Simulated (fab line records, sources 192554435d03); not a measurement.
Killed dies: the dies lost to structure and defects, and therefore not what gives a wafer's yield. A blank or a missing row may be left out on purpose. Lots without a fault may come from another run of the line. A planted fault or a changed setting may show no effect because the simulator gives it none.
Matching of chambers | flow n5-finfet | N5_BEOL_M8_CMP_52 on cmp-02: 4 sister chambers
The step polishes, stops on SiCOH lowk, t overpolish 6.9 s, target thk 80 nm. 18 wafers are shown with their chamber, then 9 later ones without.

WAFERS WITH THEIR CHAMBER
wafer  | chamber | motor-current-A (A) | time-to-endpoint-s (s) | barrier-field-endpoint-s (s)
L082.1 | 3       | 5.5                 | 68                     | 30.5
L082.2 | 1       | 5.6                 | 67                     | 30.1
L082.6 | 0       | 6.0                 | 67                     | 30.7
L081.2 | 2       | 4.6                 | 65                     | 28.7
L081.5 | 0       | 6.1                 | 65                     | 30.0
L081.6 | 1       | 5.6                 | 65                     | 29.7
L083.4 | 2       | 4.8                 | 63                     | 29.9
L083.5 | 2       | 4.8                 | 65                     | 28.7
L083.6 | 1       | 5.1                 | 63                     | 28.7
L084.2 | 3       | 5.5                 | 73                     | 31.1
L084.4 | 0       | 6.1                 | 66                     | 29.6
L084.6 | 2       | 4.3                 | 64                     | 29.9
L086.1 | 2       | 4.8                 | 65                     | 29.7
L086.4 | 1       | 5.2                 | 67                     | 29.6
L086.6 | 0       | 5.8                 | 64                     | 29.9
L089.4 | 3       | 5.5                 | 70                     | 29.9
L089.5 | 3       | 5.9                 | 71                     | 30.6
L089.6 | 2       | 4.6                 | 65                     | 29.6

SIGNATURES (averages over the wafers above)
reading                  | chamber 0 | chamber 1 | chamber 2 | chamber 3 | scatter within a chamber
motor-current-A          | 6.000     | 5.375     | 4.650     | 5.600     | 0.204
time-to-endpoint-s       | 65.50     | 65.50     | 64.50     | 70.50     | 1.52
barrier-field-endpoint-s | 30.050    | 29.525    | 29.417    | 30.525    | 0.537
Rule: distance of a wafer from a chamber = root of the sum over the readings of ((wafer's reading minus chamber's mean) / reading's scatter) squared. The wafer belongs to the nearest chamber; if the next one is less than 2 further off, it can't be placed. The scatter is the square root of a quotient: the sum, over the shown wafers, of each reading's squared deviation from its chamber's mean, divided by wafers minus chambers.

WAFERS WITHOUT THEIR CHAMBER
wafer  | motor-current-A (A) | time-to-endpoint-s (s) | barrier-field-endpoint-s (s)
L088.1 | 5.4                 | 71                     | 30.4
L088.3 | 4.4                 | 66                     | 29.6
L088.4 | 5.9                 | 63                     | 28.9
L087.1 | 4.7                 | 65                     | 30.4
L087.2 | 6.3                 | 63                     | 28.6
L087.3 | 5.2                 | 70                     | 29.7
L094.2 | 4.6                 | 65                     | 28.3
L094.3 | 5.9                 | 64                     | 28.6
L094.6 | 5.9                 | 67                     | 29.0

CHAMBER TAKEN BY EACH
wafer  | from the rows above          | in truth
L088.1 | 3                            | 3
L088.3 | 2                            | 2
L088.4 | can't be placed: 0 or 1      | 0
L087.1 | can't be placed: 2 or 1      | 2
L087.2 | can't be placed: 0 or 1      | 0
L087.3 | can't be placed: 3 or 1      | 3
L094.2 | 2                            | 2
L094.3 | can't be placed: 0 or 1      | 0
L094.6 | can't be placed: 0 or 1 or 3 | 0
Correctly placed: 3 of 9. From these rows, 6 cannot be placed; in 6 the true chamber is one of the candidates. Wrongly placed: 0.
